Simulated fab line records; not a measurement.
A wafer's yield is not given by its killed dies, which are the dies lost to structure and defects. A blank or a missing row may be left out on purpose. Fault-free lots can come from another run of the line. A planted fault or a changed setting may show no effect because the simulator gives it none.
The tool behind it: which one? || flow n5-finfet || 35 wafers from 12 lots sampled at 5 of the route's 1938 steps

## WHAT EACH GAUGE READ, for each wafer
No reading from a measuring or inspecting step in the record can be judged against a usual standard deviation.

## EACH LOT AND THE TOOL THAT RAN IT (in order: tool; ch and the chambers of the sampled wafers; start)
{"lot": "L600", "N5_BEOL_M4_ANNEAL_89": "pvd-sputter-02, day 9 08:13", "N5_BEOL_M4_SPUTTER_96": "pvd-sputter-02, day 9 09:01", "N5_BEOL_M4_DEP_57": "pecvd-04 ch 0,1, day 9 10:00", "N5_BEOL_M5_PECVD_70": "pecvd-02 ch 0,1, day 9 11:43", "N5_PASSIVATION_PROBE_49": "prober-02, day 14 01:31"}
{"lot": "L598", "N5_BEOL_M4_ANNEAL_89": "pvd-sputter-01, day 9 08:22", "N5_BEOL_M4_SPUTTER_96": "pvd-sputter-01, day 9 09:10", "N5_BEOL_M4_DEP_57": "pecvd-01 ch 1,2, day 9 10:13", "N5_BEOL_M5_PECVD_70": "pecvd-04 ch 0,1,2, day 9 12:05", "N5_PASSIVATION_PROBE_49": "prober-02, day 13 21:14"}
{"lot": "L599", "N5_BEOL_M4_ANNEAL_89": "pvd-sputter-03, day 9 08:45", "N5_BEOL_M4_SPUTTER_96": "pvd-sputter-03, day 9 09:33", "N5_BEOL_M4_DEP_57": "pecvd-04 ch 0,1,2, day 9 10:35", "N5_BEOL_M5_PECVD_70": "pecvd-04 ch 0,1, day 9 12:50", "N5_PASSIVATION_PROBE_49": "-"}
{"lot": "L601", "N5_BEOL_M4_ANNEAL_89": "pvd-sputter-03, day 9 15:11", "N5_BEOL_M4_SPUTTER_96": "pvd-sputter-03, day 9 15:59", "N5_BEOL_M4_DEP_57": "pecvd-04 ch 0,1,2, day 9 17:13", "N5_BEOL_M5_PECVD_70": "pecvd-04 ch 0,1,2, day 9 18:56", "N5_PASSIVATION_PROBE_49": "prober-01, day 14 05:41"}
{"lot": "L602", "N5_BEOL_M4_ANNEAL_89": "pvd-sputter-02, day 9 16:48", "N5_BEOL_M4_SPUTTER_96": "pvd-sputter-02, day 9 17:36", "N5_BEOL_M4_DEP_57": "pecvd-01 ch 0,2, day 9 18:48", "N5_BEOL_M5_PECVD_70": "pecvd-03 ch 0,1, day 9 20:48", "N5_PASSIVATION_PROBE_49": "-"}
{"lot": "L603", "N5_BEOL_M4_ANNEAL_89": "pvd-sputter-02, day 10 07:48", "N5_BEOL_M4_SPUTTER_96": "pvd-sputter-02, day 10 08:36", "N5_BEOL_M4_DEP_57": "pecvd-02 ch 0,1, day 10 09:52", "N5_BEOL_M5_PECVD_70": "pecvd-03 ch 0,1, day 10 11:35", "N5_PASSIVATION_PROBE_49": "prober-01, day 14 20:31"}
{"lot": "L610", "N5_BEOL_M4_ANNEAL_89": "pvd-sputter-03, day 12 11:01", "N5_BEOL_M4_SPUTTER_96": "pvd-sputter-03, day 12 11:49", "N5_BEOL_M4_DEP_57": "pecvd-01 ch 0,1,2, day 12 12:47", "N5_BEOL_M5_PECVD_70": "pecvd-04 ch 0,1,2, day 12 14:29", "N5_PASSIVATION_PROBE_49": "prober-02, day 16 21:00"}
{"lot": "L612", "N5_BEOL_M4_ANNEAL_89": "pvd-sputter-03, day 12 16:11", "N5_BEOL_M4_SPUTTER_96": "pvd-sputter-03, day 12 16:59", "N5_BEOL_M4_DEP_57": "pecvd-04 ch 0,1, day 12 18:02", "N5_BEOL_M5_PECVD_70": "pecvd-04 ch 0,1, day 12 19:47", "N5_PASSIVATION_PROBE_49": "-"}
{"lot": "L614", "N5_BEOL_M4_ANNEAL_89": "pvd-sputter-03, day 13 12:22", "N5_BEOL_M4_SPUTTER_96": "pvd-sputter-03, day 13 13:10", "N5_BEOL_M4_DEP_57": "pecvd-04 ch 0,1, day 13 14:12", "N5_BEOL_M5_PECVD_70": "pecvd-03 ch 1,2, day 13 15:53", "N5_PASSIVATION_PROBE_49": "prober-02, day 18 08:06"}
{"lot": "L619", "N5_BEOL_M4_ANNEAL_89": "pvd-sputter-01, day 14 13:04", "N5_BEOL_M4_SPUTTER_96": "pvd-sputter-01, day 14 13:52", "N5_BEOL_M4_DEP_57": "pecvd-02 ch 0,1,2, day 14 16:55", "N5_BEOL_M5_PECVD_70": "pecvd-03 ch 0,1,2, day 14 18:37", "N5_PASSIVATION_PROBE_49": "-"}
{"lot": "L620", "N5_BEOL_M4_ANNEAL_89": "pvd-sputter-02, day 14 20:58", "N5_BEOL_M4_SPUTTER_96": "pvd-sputter-02, day 14 21:46", "N5_BEOL_M4_DEP_57": "pecvd-02 ch 0,1, day 14 22:50", "N5_BEOL_M5_PECVD_70": "pecvd-03 ch 0,1, day 15 00:32", "N5_PASSIVATION_PROBE_49": "prober-01, day 19 18:56"}
{"lot": "L621", "N5_BEOL_M4_ANNEAL_89": "pvd-sputter-02, day 15 08:07", "N5_BEOL_M4_SPUTTER_96": "pvd-sputter-02, day 15 08:55", "N5_BEOL_M4_DEP_57": "pecvd-01 ch 0,1,2, day 15 10:00", "N5_BEOL_M5_PECVD_70": "pecvd-02 ch 0,2, day 15 11:41", "N5_PASSIVATION_PROBE_49": "-"}
- N5_BEOL_M4_ANNEAL_89: time 240 s.
- N5_BEOL_M4_SPUTTER_96: material Cu, target thk 4.5 nm, time 8.29 s.
- N5_BEOL_M4_DEP_57: deposits SiCN from 3MS/NH3, target thk 8 nm, time 14 s.
- N5_BEOL_M5_PECVD_70: deposits SiO2 from TEOS/O2, target thk 16 nm, time 18 s.
- N5_PASSIVATION_PROBE_49

## WHAT THE TOOLS THEMSELVES READ (means of the sampled wafers that have a number; where no wafer has one, the mark that the record gives instead)
N5_BEOL_M4_ANNEAL_89.
{"lot": "L600", "tool": "pvd-sputter-02", "heater-power-w (W)": 863}
{"lot": "L598", "tool": "pvd-sputter-01", "heater-power-w (W)": 939}
{"lot": "L599", "tool": "pvd-sputter-03", "heater-power-w (W)": 805}
{"lot": "L601", "tool": "pvd-sputter-03", "heater-power-w (W)": 877}
{"lot": "L602", "tool": "pvd-sputter-02", "heater-power-w (W)": 796}
{"lot": "L603", "tool": "pvd-sputter-02", "heater-power-w (W)": 852}
{"lot": "L610", "tool": "pvd-sputter-03", "heater-power-w (W)": 850}
{"lot": "L612", "tool": "pvd-sputter-03", "heater-power-w (W)": 813}
{"lot": "L614", "tool": "pvd-sputter-03", "heater-power-w (W)": 857}
{"lot": "L619", "tool": "pvd-sputter-01", "heater-power-w (W)": 897}
{"lot": "L620", "tool": "pvd-sputter-02", "heater-power-w (W)": 886}
{"lot": "L621", "tool": "pvd-sputter-02", "heater-power-w (W)": 844}

N5_BEOL_M4_SPUTTER_96.
{"lot": "L600", "tool": "pvd-sputter-02", "throttle-valve-pct (%)": 29.8}
{"lot": "L598", "tool": "pvd-sputter-01", "throttle-valve-pct (%)": 31.1}
{"lot": "L599", "tool": "pvd-sputter-03", "throttle-valve-pct (%)": 30.0}
{"lot": "L601", "tool": "pvd-sputter-03", "throttle-valve-pct (%)": 29.4}
{"lot": "L602", "tool": "pvd-sputter-02", "throttle-valve-pct (%)": 30.2}
{"lot": "L603", "tool": "pvd-sputter-02", "throttle-valve-pct (%)": 29.8}
{"lot": "L610", "tool": "pvd-sputter-03", "throttle-valve-pct (%)": 29.5}
{"lot": "L612", "tool": "pvd-sputter-03", "throttle-valve-pct (%)": 29.9}
{"lot": "L614", "tool": "pvd-sputter-03", "throttle-valve-pct (%)": 29.5}
{"lot": "L619", "tool": "pvd-sputter-01", "throttle-valve-pct (%)": 30.7}
{"lot": "L620", "tool": "pvd-sputter-02", "throttle-valve-pct (%)": 29.8}
{"lot": "L621", "tool": "pvd-sputter-02", "throttle-valve-pct (%)": 29.5}

N5_BEOL_M4_DEP_57.
{"lot": "L600", "tool": "pecvd-04", "showerhead-plenum-p-Torr (Torr)": 3.667, "throttle-valve-pct (%)": 8.8}
{"lot": "L598", "tool": "pecvd-01", "showerhead-plenum-p-Torr (Torr)": 3.674, "throttle-valve-pct (%)": 9.2}
{"lot": "L599", "tool": "pecvd-04", "showerhead-plenum-p-Torr (Torr)": 3.675, "throttle-valve-pct (%)": 8.9}
{"lot": "L601", "tool": "pecvd-04", "showerhead-plenum-p-Torr (Torr)": 3.675, "throttle-valve-pct (%)": 8.8}
{"lot": "L602", "tool": "pecvd-01", "showerhead-plenum-p-Torr (Torr)": 3.667, "throttle-valve-pct (%)": 8.9}
{"lot": "L603", "tool": "pecvd-02", "showerhead-plenum-p-Torr (Torr)": 3.667, "throttle-valve-pct (%)": 8.7}
{"lot": "L610", "tool": "pecvd-01", "showerhead-plenum-p-Torr (Torr)": 3.676, "throttle-valve-pct (%)": 9.1}
{"lot": "L612", "tool": "pecvd-04", "showerhead-plenum-p-Torr (Torr)": 3.672, "throttle-valve-pct (%)": 8.8}
{"lot": "L614", "tool": "pecvd-04", "showerhead-plenum-p-Torr (Torr)": 3.671, "throttle-valve-pct (%)": 8.9}
{"lot": "L619", "tool": "pecvd-02", "showerhead-plenum-p-Torr (Torr)": 3.679, "throttle-valve-pct (%)": 8.7}
{"lot": "L620", "tool": "pecvd-02", "showerhead-plenum-p-Torr (Torr)": 3.673, "throttle-valve-pct (%)": 8.7}
{"lot": "L621", "tool": "pecvd-01", "showerhead-plenum-p-Torr (Torr)": 3.674, "throttle-valve-pct (%)": 9.2}

N5_BEOL_M5_PECVD_70.
{"lot": "L600", "tool": "pecvd-02", "heater-power-w (W)": 660, "showerhead-plenum-p-Torr (Torr)": 8.84, "susceptor-temp-C (C)": 400.03, "throttle-valve-pct (%)": 21.4}
{"lot": "L598", "tool": "pecvd-04", "heater-power-w (W)": 673, "showerhead-plenum-p-Torr (Torr)": 8.80, "susceptor-temp-C (C)": 399.86, "throttle-valve-pct (%)": 22.1}
{"lot": "L599", "tool": "pecvd-04", "heater-power-w (W)": 658, "showerhead-plenum-p-Torr (Torr)": 8.82, "susceptor-temp-C (C)": 400.23, "throttle-valve-pct (%)": 21.7}
{"lot": "L601", "tool": "pecvd-04", "heater-power-w (W)": 619, "showerhead-plenum-p-Torr (Torr)": 8.81, "susceptor-temp-C (C)": 399.97, "throttle-valve-pct (%)": 22.0}
{"lot": "L602", "tool": "pecvd-03", "heater-power-w (W)": 790, "showerhead-plenum-p-Torr (Torr)": 8.73, "susceptor-temp-C (C)": 400.13, "throttle-valve-pct (%)": 24.3}
{"lot": "L603", "tool": "pecvd-03", "heater-power-w (W)": 686, "showerhead-plenum-p-Torr (Torr)": 8.74, "susceptor-temp-C (C)": 399.90, "throttle-valve-pct (%)": 24.0}
{"lot": "L610", "tool": "pecvd-04", "heater-power-w (W)": 661, "showerhead-plenum-p-Torr (Torr)": 8.83, "susceptor-temp-C (C)": 403.61, "throttle-valve-pct (%)": 22.2}
{"lot": "L612", "tool": "pecvd-04", "heater-power-w (W)": 668, "showerhead-plenum-p-Torr (Torr)": 8.81, "susceptor-temp-C (C)": 403.74, "throttle-valve-pct (%)": 22.1}
{"lot": "L614", "tool": "pecvd-03", "heater-power-w (W)": 835, "showerhead-plenum-p-Torr (Torr)": 8.75, "susceptor-temp-C (C)": 400.20, "throttle-valve-pct (%)": 24.4}
{"lot": "L619", "tool": "pecvd-03", "heater-power-w (W)": 793, "showerhead-plenum-p-Torr (Torr)": 8.73, "susceptor-temp-C (C)": 399.92, "throttle-valve-pct (%)": 23.5}
{"lot": "L620", "tool": "pecvd-03", "heater-power-w (W)": 793, "showerhead-plenum-p-Torr (Torr)": 8.72, "susceptor-temp-C (C)": 400.06, "throttle-valve-pct (%)": 24.9}
{"lot": "L621", "tool": "pecvd-02", "heater-power-w (W)": 755, "showerhead-plenum-p-Torr (Torr)": 8.80, "susceptor-temp-C (C)": 399.86, "throttle-valve-pct (%)": 21.5}

N5_PASSIVATION_PROBE_49.
{"lot": "L600", "tool": "prober-02", "defect-limited-yield (%)": 90.7, "killed_at_M0_to_M3": 35, "killed_at_M4_up": 12, "killed-at-contacts": 9, "killed-at-front-end": 49, "killed-at-other": 5.3, "killed-dies": 110, "killed-open": 72, "killed-short": 36, "sort_bin_5_function (%)": 5.5, "sort_bin_6_memory (%)": 3.6, "sort_bin_8_speed (%)": 0.00, "sort-n-pass": 1070, "sort-yield-pct (%)": 90.7}
{"lot": "L598", "tool": "prober-02", "defect-limited-yield (%)": 91.4, "killed_at_M0_to_M3": 28, "killed_at_M4_up": 14, "killed-at-contacts": 9, "killed-at-front-end": 46, "killed-at-other": 4.7, "killed-dies": 101, "killed-open": 67, "killed-short": 33, "sort_bin_5_function (%)": 5.0, "sort_bin_6_memory (%)": 3.2, "sort_bin_8_speed (%)": 0.00, "sort-n-pass": 1079, "sort-yield-pct (%)": 91.4}
{"lot": "L601", "tool": "prober-01", "defect-limited-yield (%)": 91.3, "killed_at_M0_to_M3": 27, "killed_at_M4_up": 15, "killed-at-contacts": 17, "killed-at-front-end": 42, "killed-at-other": 1.0, "killed-dies": 102, "killed-open": 69, "killed-short": 33, "sort_bin_5_function (%)": 5.0, "sort_bin_6_memory (%)": 3.2, "sort_bin_8_speed (%)": 0.00, "sort-n-pass": 1078, "sort-yield-pct (%)": 91.3}
{"lot": "L603", "tool": "prober-01", "defect-limited-yield (%)": 91.8, "killed_at_M0_to_M3": 29, "killed_at_M4_up": 17, "killed-at-contacts": 4, "killed-at-front-end": 42, "killed-at-other": 4.3, "killed-dies": 96, "killed-open": 65, "killed-short": 30, "sort_bin_5_function (%)": 4.9, "sort_bin_6_memory (%)": 3.0, "sort_bin_8_speed (%)": 0.00, "sort-n-pass": 1084, "sort-yield-pct (%)": 91.8}
{"lot": "L610", "tool": "prober-02", "defect-limited-yield (%)": 92.0, "killed_at_M0_to_M3": 37, "killed_at_M4_up": 15, "killed-at-contacts": 7, "killed-at-front-end": 31, "killed-at-other": 4.3, "killed-dies": 94, "killed-open": 61, "killed-short": 33, "sort_bin_5_function (%)": 4.8, "sort_bin_6_memory (%)": 3.0, "sort_bin_8_speed (%)": 0.00, "sort-n-pass": 1086, "sort-yield-pct (%)": 92.0}
{"lot": "L614", "tool": "prober-02", "defect-limited-yield (%)": 91.9, "killed_at_M0_to_M3": 31, "killed_at_M4_up": 13, "killed-at-contacts": 9, "killed-at-front-end": 41, "killed-at-other": 1.0, "killed-dies": 95, "killed-open": 60, "killed-short": 34, "sort_bin_5_function (%)": 5.0, "sort_bin_6_memory (%)": 2.7, "sort_bin_8_speed (%)": 0.00, "sort-n-pass": 1085, "sort-yield-pct (%)": 91.9}
{"lot": "L620", "tool": "prober-01", "defect-limited-yield (%)": 90.7, "killed_at_M0_to_M3": 33, "killed_at_M4_up": 15, "killed-at-contacts": 12, "killed-at-front-end": 43, "killed-at-other": 6.3, "killed-dies": 110, "killed-open": 71, "killed-short": 37, "sort_bin_5_function (%)": 5.4, "sort_bin_6_memory (%)": 3.5, "sort_bin_8_speed (%)": 0.00, "sort-n-pass": 1070, "sort-yield-pct (%)": 90.7}

## THE ANSWER, worked out from the rows above alone
Rule: the usual values come from the lots themselves. The widest of any qualifying gaps counts: lots, ordered by their means at a reading, are off when they make up no more than a third of the lots, leave a main group of 4 or more, and stand apart from it by 3 or more times the standard deviation of that group's means. A main group is skipped when, at the precision printed for the reading in the tables above, its means are all equal. Also off: a lot with no number at a reading for which 4 or more lots have one. Where the step has rows for the other lots, those lots are counted as sound. Order of review: gauges by route order, followed by the tools' own readings, for which a lot's mean as printed above is used. The first step at which some lot is off is used, and at that step the reading that is off furthest; a lot without a number counts as furthest.
Off: L610, L612 (N5_BEOL_M5_PECVD_70, susceptor-temp-C). The main group: mean 400.02 C, standard deviation 0.13.
If a tool, at that step or one of the process steps before it, ran each lot that is off and ran no sound lot following the first of them, it fits. One fits: N5_BEOL_M5_PECVD_70 on pecvd-04. A fault onset in the window from L601 (day 9 18:56, its last sound lot) to L610 (day 12 14:29, its first lot off) fits.
On the lots that are off, the tool's own readings at N5_BEOL_M5_PECVD_70 differ by more than 5 times the standard deviation of the sound lots' means, which bears it out; susceptor-temp-C reads 403.68 C there versus 400.02 C on the sound lots.

## WHAT WAS PUT IN BY THE SIMULATOR
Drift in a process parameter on pecvd-04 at N5_BEOL_M5_PECVD_70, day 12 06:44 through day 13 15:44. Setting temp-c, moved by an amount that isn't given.
Shown lots that were struck: L610, L612. The same result came from the rule above.
